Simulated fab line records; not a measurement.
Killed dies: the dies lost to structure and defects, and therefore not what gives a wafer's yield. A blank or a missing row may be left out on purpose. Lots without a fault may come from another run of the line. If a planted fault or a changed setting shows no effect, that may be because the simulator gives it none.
Which tool did it?	flow nand harc	at 1 step of a route of 1302, 6 lots with 18 wafers sampled

== WHAT EACH GAUGE READ, for each wafer ==
NHARC_A_SGD_CUT_INSPECT_25.
lot	measured	on	raw defect count
L713	day 19 22:28	defect inspect-02	299 254 329
L718	day 21 06:51	defect inspect-01	343 265 354
L721	day 23 07:17	defect inspect-01	295 369 239
L722	day 23 11:56	defect inspect-01	324 305 261
L727	day 25 02:12	defect inspect-02	336 372 329
L734	day 28 20:59	defect inspect-02	316 516 363

== TOOL THAT RAN EACH LOT (tool first, then ch and the chambers of the sampled wafers, then the start) ==
There is no process step in the record ahead of these readings.

== THE ANSWER, worked out from the rows above alone ==
Rule: what is usual is taken from the lots themselves. The widest of any qualifying gaps counts: lots, ordered by their means at a reading, are off when they make up no more than a third of the lots, leave a main group of 4 or more, and stand apart from it by 3 or more times the standard deviation of that group's means. Not used: any main group whose means are identical at the precision the tables above print for the reading. A lot without any number at a reading at which 4 lots or more have one is off too. The other lots that the step has rows for count as sound.
No lot is off at any reading shown: from this, nothing can be told.

== WHAT WAS PUT IN BY THE SIMULATOR ==
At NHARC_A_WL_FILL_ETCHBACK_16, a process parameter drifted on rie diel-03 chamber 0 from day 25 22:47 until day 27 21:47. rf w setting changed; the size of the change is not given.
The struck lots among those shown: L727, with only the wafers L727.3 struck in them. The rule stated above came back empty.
